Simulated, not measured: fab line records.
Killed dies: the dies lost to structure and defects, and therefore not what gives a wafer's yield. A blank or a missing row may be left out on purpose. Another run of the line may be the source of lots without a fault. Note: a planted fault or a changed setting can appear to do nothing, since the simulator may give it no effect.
The tool behind it: which one?    flow n5_finfet    Sampling: 24 lots, 72 wafers, 6 of 1938 route steps

## WHAT THE GAUGES SHOWED, per wafer
N5_ZERO_LAYER_INSPECT_20: inspects for defects (darkfield).
lot   measured     on                 raw_defect_count
L074  day 1 13:23  defect_inspect-02  41 14 6
L075  day 1 19:24  defect_inspect-01  25 50 32
L076  day 2 01:15  defect_inspect-01  47 40 44
L077  day 2 07:18  defect_inspect-01  46 20 27
L078  day 2 13:19  defect_inspect-02  58 56 37
L079  day 2 19:24  defect_inspect-02  35 28 15
L080  day 3 01:19  defect_inspect-01  28 37 24
L081  day 3 07:17  defect_inspect-01  13 33 17
L082  day 3 13:23  defect_inspect-01  48 43 27
L083  day 3 19:23  defect_inspect-01  28 30 15
L084  day 4 01:16  defect_inspect-02  38 34 28
L085  day 4 07:24  defect_inspect-01  25 14 27
L086  day 4 13:17  defect_inspect-01  57 59 51
L087  day 4 20:28  defect_inspect-02  27 37 16
L088  day 5 02:39  defect_inspect-01  28 50 13
L089  day 5 08:13  defect_inspect-01  23 13 36
L090  day 5 13:30  defect_inspect-02  25 20 25
L091  day 5 19:33  defect_inspect-01  28 32 43
L092  day 6 01:24  defect_inspect-02  50 28 41
L093  day 6 08:15  defect_inspect-01  37 22 30
L094  day 6 13:26  defect_inspect-02  61 18 17
L095  day 6 19:31  defect_inspect-02  18 19 14
L096  day 7 01:23  defect_inspect-02  43 30 33
L097  day 7 07:16  defect_inspect-02  36 53 64

N5_FIN_SAQP_THK_MEAS_07.
lot   measured     on             thk_nm (nm)
L074  day 1 20:59  film_metro-01  59.0 59.3 61.2
L075  day 2 04:22  film_metro-01  59.7 60.6 60.3
L076  day 2 09:04  film_metro-01  60.3 60.5 60.8
L077  day 2 16:19  film_metro-01  60.1 61.0 60.5
L078  day 2 21:19  film_metro-01  58.9 59.9 60.0
L079  day 3 03:34  film_metro-01  58.9 59.0 60.2
L080  day 3 10:18  film_metro-01  59.0 59.0 60.1
L081  day 3 15:41  film_metro-02  60.3 60.3 61.1
L082  day 3 21:46  film_metro-02  59.5 59.9 61.3
L083  day 4 03:21  film_metro-01  59.2 59.2 59.9
L084  day 4 09:43  film_metro-01  59.2 59.7 60.2
L085  day 4 15:32  film_metro-01  60.2 60.8 60.4
L086  day 4 22:57  film_metro-02  60.3 60.0 59.9
L087  day 5 06:10  film_metro-02  59.6 60.9 60.1
L088  day 5 10:19  film_metro-02  58.5 60.4 60.3
L089  day 5 16:46  film_metro-01  59.4 59.9 60.7
L090  day 5 23:18  film_metro-02  59.3 58.8 60.0
L091  day 6 05:53  film_metro-02  59.7 59.5 60.5
L092  day 6 10:01  film_metro-02  58.8 59.2 59.2
L093  day 6 16:21  film_metro-02  59.8 60.9 61.5
L094  day 6 21:48  film_metro-01  58.2 60.1 59.9
L095  day 7 04:01  film_metro-01  59.7 60.0 60.6
L096  day 7 09:34  film_metro-01  59.4 58.8 59.3
L097  day 7 15:02  film_metro-01  59.0 58.9 60.1

N5_FIN_SAQP_CD_MEAS_37 targets a cd of 8 nm.
lot   measured     on         cd_nm (nm)
L074  day 2 01:35  cd_sem-03  8.38 8.18 8.40
L075  day 2 09:35  cd_sem-01  8.24 8.12 7.98
L076  day 2 14:02  cd_sem-01  8.30 8.18 8.01
L077  day 2 20:57  cd_sem-01  7.73 7.77 7.90
L078  day 3 01:59  cd_sem-01  8.07 7.88 8.25
L079  day 3 08:31  cd_sem-02  8.03 7.84 8.05
L080  day 3 15:52  cd_sem-02  8.02 8.05 8.51
L081  day 3 20:30  cd_sem-03  8.27 8.45 8.48
L082  day 4 02:23  cd_sem-01  8.06 7.81 8.20
L083  day 4 09:12  cd_sem-03  8.10 7.92 8.09
L084  day 4 15:35  cd_sem-02  8.39 8.01 8.11
L085  day 4 22:08  cd_sem-02  7.91 8.15 8.15
L086  day 5 04:28  cd_sem-01  8.11 8.33 8.27
L087  day 5 11:19  cd_sem-02  8.17 8.31 8.18
L088  day 5 18:02  cd_sem-01  7.96 7.87 8.23
L089  day 5 23:50  cd_sem-03  8.18 8.27 8.31
L090  day 6 04:34  cd_sem-01  8.38 8.41 8.56
L091  day 6 10:41  cd_sem-01  8.48 8.54 8.17
L092  day 6 16:07  cd_sem-03  8.44 8.03 8.34
L093  day 6 21:37  cd_sem-02  7.89 7.78 8.13
L094  day 7 02:53  cd_sem-01  8.44 8.57 8.15
L095  day 7 09:44  cd_sem-02  7.48 7.86 8.43
L096  day 7 14:54  cd_sem-02  7.67 8.01 8.06
L097  day 7 20:10  cd_sem-03  8.11 8.06 8.06

## TOOL THAT RAN EACH LOT (tool first, then ch and the chambers of the sampled wafers, then the start)
lot   N5_FIN_SAQP_DENSIFY_62           N5_FIN_SAQP_SPACER1_ALD_24        N5_FIN_SAQP_MANDREL1_REMOVE_56
L074  rtp_anneal-02 ch 0, day 1 20:32  ald_sin-01 ch 0,1, day 1 22:40    rie_si-03 ch 0,1, day 1 23:28
L075  rtp_anneal-01 ch 0, day 2 03:48  ald_sin-01 ch 0,2, day 2 06:10    rie_si-02 ch 0,3, day 2 07:17
L076  rtp_anneal-02 ch 0, day 2 08:31  ald_sin-04 ch 1,2, day 2 10:48    rie_si-04 ch 0,2, day 2 11:37
L077  rtp_anneal-01 ch 0, day 2 15:47  ald_sin-04 ch 1,2,3, day 2 18:02  rie_si-03 ch 0,2, day 2 18:50
L078  rtp_anneal-02 ch 0, day 2 20:50  ald_sin-04 ch 1,2, day 2 22:56    rie_si-03 ch 0,2, day 2 23:47
L079  rtp_anneal-01 ch 0, day 3 03:04  ald_sin-03 ch 0,2,3, day 3 05:14  rie_si-02 ch 2,3, day 3 06:03
L080  rtp_anneal-01 ch 0, day 3 09:46  ald_sin-04 ch 0,1,2, day 3 12:20  rie_si-03 ch 2,3, day 3 13:08
L081  rtp_anneal-02 ch 0, day 3 15:12  ald_sin-03 ch 0,1,2, day 3 17:20  rie_si-03 ch 1,2,3, day 3 18:08
L082  rtp_anneal-01 ch 0, day 3 21:15  ald_sin-03 ch 1,2,3, day 3 23:20  rie_si-04 ch 0,1,3, day 4 00:08
L083  rtp_anneal-01 ch 0, day 4 02:52  ald_sin-03 ch 0,3, day 4 05:21    rie_si-03 ch 0,1,3, day 4 06:10
L084  rtp_anneal-02 ch 0, day 4 09:14  ald_sin-04 ch 0,2, day 4 11:41    rie_si-02 ch 0,1,2, day 4 12:29
L085  rtp_anneal-01 ch 0, day 4 15:02  ald_sin-01 ch 1,3, day 4 17:39    rie_si-04 ch 0,3, day 4 18:49
L086  rtp_anneal-01 ch 0, day 4 22:32  ald_sin-03 ch 0,1, day 5 01:04    rie_si-02 ch 0,2,3, day 5 02:02
L087  rtp_anneal-02 ch 0, day 5 05:42  ald_sin-01 ch 0,2, day 5 07:57    rie_si-04 ch 0,1,3, day 5 08:46
L088  rtp_anneal-02 ch 0, day 5 09:49  ald_sin-03 ch 0,1,3, day 5 14:02  rie_si-02 ch 0,2,3, day 5 15:28
L089  rtp_anneal-02 ch 0, day 5 16:16  ald_sin-04 ch 0,2,3, day 5 19:58  rie_si-04 ch 0,1, day 5 20:47
L090  rtp_anneal-01 ch 0, day 5 22:49  ald_sin-03 ch 0,1,3, day 6 01:26  rie_si-04 ch 0,1, day 6 02:22
L091  rtp_anneal-01 ch 0, day 6 05:23  ald_sin-04 ch 0,1,3, day 6 07:34  rie_si-02 ch 1,2,3, day 6 08:22
L092  rtp_anneal-01 ch 0, day 6 09:34  ald_sin-04 ch 2,3, day 6 12:14    rie_si-04 ch 0,3, day 6 13:02
L093  rtp_anneal-01 ch 0, day 6 15:52  ald_sin-04 ch 0,2, day 6 18:11    rie_si-03 ch 0,3, day 6 19:14
L094  rtp_anneal-01 ch 0, day 6 21:18  ald_sin-03 ch 0,2,3, day 6 23:47  rie_si-04 ch 0,1,2, day 7 00:35
L095  rtp_anneal-01 ch 0, day 7 03:31  ald_sin-04 ch 0,1,3, day 7 06:31  rie_si-03 ch 0,1,2, day 7 07:23
L096  rtp_anneal-02 ch 0, day 7 09:04  ald_sin-03 ch 1,2,3, day 7 11:41  rie_si-04 ch 1,2,3, day 7 12:30
L097  rtp_anneal-01 ch 0, day 7 14:34  ald_sin-01 ch 0,1,2, day 7 16:35  rie_si-02 ch 0,3, day 7 17:28
- N5_FIN_SAQP_DENSIFY_62: time 60 s.
- N5_FIN_SAQP_SPACER1_ALD_24: deposits SiO2, target thk 20.3 nm, pulse time 1 s, purge time 2 s.
- N5_FIN_SAQP_MANDREL1_REMOVE_56: chemistry HBr/Cl2/O2, target a-Si, stops on SiNx, bt time 10 s.

## AS READ BY THE TOOLS THEMSELVES (means over the sampled wafers that have a number; for cases with no such wafer, the mark the record gives instead)
N5_FIN_SAQP_DENSIFY_62.
lot   tool           lamp_power_pct (%)  wafer_temp_C_max
L074  rtp_anneal-02  9.88                703.2
L075  rtp_anneal-01  9.87                702.7
L076  rtp_anneal-02  9.80                702.6
L077  rtp_anneal-01  9.86                703.2
L078  rtp_anneal-02  9.85                702.6
L079  rtp_anneal-01  9.85                703.6
L080  rtp_anneal-01  9.86                702.7
L081  rtp_anneal-02  9.85                704.0
L082  rtp_anneal-01  9.80                702.9
L083  rtp_anneal-01  9.81                702.7
L084  rtp_anneal-02  9.82                703.4
L085  rtp_anneal-01  9.85                702.9
L086  rtp_anneal-01  9.88                704.2
L087  rtp_anneal-02  9.83                703.3
L088  rtp_anneal-02  9.86                703.7
L089  rtp_anneal-02  9.89                703.7
L090  rtp_anneal-01  9.81                703.7
L091  rtp_anneal-01  9.83                703.8
L092  rtp_anneal-01  9.84                703.3
L093  rtp_anneal-01  9.89                702.7
L094  rtp_anneal-01  9.85                703.1
L095  rtp_anneal-01  9.80                703.5
L096  rtp_anneal-02  9.86                703.5
L097  rtp_anneal-01  9.80                703.5

N5_FIN_SAQP_SPACER1_ALD_24.
lot   tool        heater_power_outer_w (W)  heater_power_w (W)  precursor_pulse_height_rel  susceptor_temp_C (C)
L074  ald_sin-01  250                       443                 1.022                       300.07
L075  ald_sin-01  256                       473                 1.006                       300.37
L076  ald_sin-04  265                       458                 1.002                       300.01
L077  ald_sin-04  268                       470                 0.992                       300.03
L078  ald_sin-04  251                       450                 0.994                       299.92
L079  ald_sin-03  264                       483                 1.005                       299.92
L080  ald_sin-04  255                       453                 1.012                       300.17
L081  ald_sin-03  255                       462                 1.005                       300.14
L082  ald_sin-03  288                       499                 1.001                       299.88
L083  ald_sin-03  278                       514                 0.986                       300.10
L084  ald_sin-04  250                       448                 1.012                       300.11
L085  ald_sin-01  246                       420                 0.986                       299.95
L086  ald_sin-03  244                       442                 1.000                       300.15
L087  ald_sin-01  257                       476                 1.003                       300.06
L088  ald_sin-03  276                       485                 0.999                       300.11
L089  ald_sin-04  250                       464                 0.975                       300.05
L090  ald_sin-03  275                       490                 1.001                       299.99
L091  ald_sin-04  261                       457                 1.013                       300.12
L092  ald_sin-04  265                       471                 1.015                       300.06
L093  ald_sin-04  237                       436                 1.001                       299.91
L094  ald_sin-03  270                       498                 0.987                       299.76
L095  ald_sin-04  260                       463                 1.003                       300.09
L096  ald_sin-03  294                       506                 1.010                       299.95
L097  ald_sin-01  262                       456                 1.006                       300.06

N5_FIN_SAQP_MANDREL1_REMOVE_56.
lot   tool       drypump_motor_current_A (A)  oes_product_au (a.u.)  throttle_valve_pct (%)
L074  rie_si-03  6.1                          0.993                  36.70
L075  rie_si-02  5.5                          1.010                  36.66
L076  rie_si-04  6.3                          1.013                  36.40
L077  rie_si-03  5.8                          0.995                  36.76
L078  rie_si-03  5.7                          0.979                  36.83
L079  rie_si-02  5.5                          0.996                  36.68
L080  rie_si-03  5.6                          0.994                  36.36
L081  rie_si-03  6.0                          1.000                  36.58
L082  rie_si-04  6.0                          1.008                  36.71
L083  rie_si-03  6.0                          1.006                  36.51
L084  rie_si-02  5.5                          0.999                  36.61
L085  rie_si-04  6.1                          1.008                  36.59
L086  rie_si-02  5.5                          0.998                  36.58
L087  rie_si-04  6.0                          1.012                  36.69
L088  rie_si-02  5.5                          0.997                  36.59
L089  rie_si-04  5.8                          1.011                  36.82
L090  rie_si-04  5.8                          1.004                  36.83
L091  rie_si-02  5.6                          1.007                  36.71
L092  rie_si-04  6.2                          1.008                  36.48
L093  rie_si-03  5.7                          0.999                  36.49
L094  rie_si-04  6.0                          1.004                  36.61
L095  rie_si-03  6.1                          0.987                  36.77
L096  rie_si-04  5.9                          1.004                  36.71
L097  rie_si-02  5.4                          0.992                  36.56

## THE ANSWER, worked out from the rows above alone
Rule: what is usual is taken from the lots themselves. The widest of any qualifying gaps counts: lots, ordered by their means at a reading, are off when they make up no more than a third of the lots, leave a main group of 4 or more, and stand apart from it by 3 or more times the standard deviation of that group's means. If all means in a main group match to the digits the tables above print for the reading, that group is not used. Also off: a lot with no number at a reading for which 4 or more lots have one. Where the step has rows for the other lots, those lots are counted as sound. After the gauges, taken in route order, come the tools' own readings; for these a lot's mean is taken, as printed above. The first step at which some lot is off is used, and at that step the reading that is off furthest; a lot without a number counts as furthest.
Across all readings shown, no lot is off: no conclusion can be drawn from this.

## WHAT HAD BEEN PUT IN BY THE SIMULATOR
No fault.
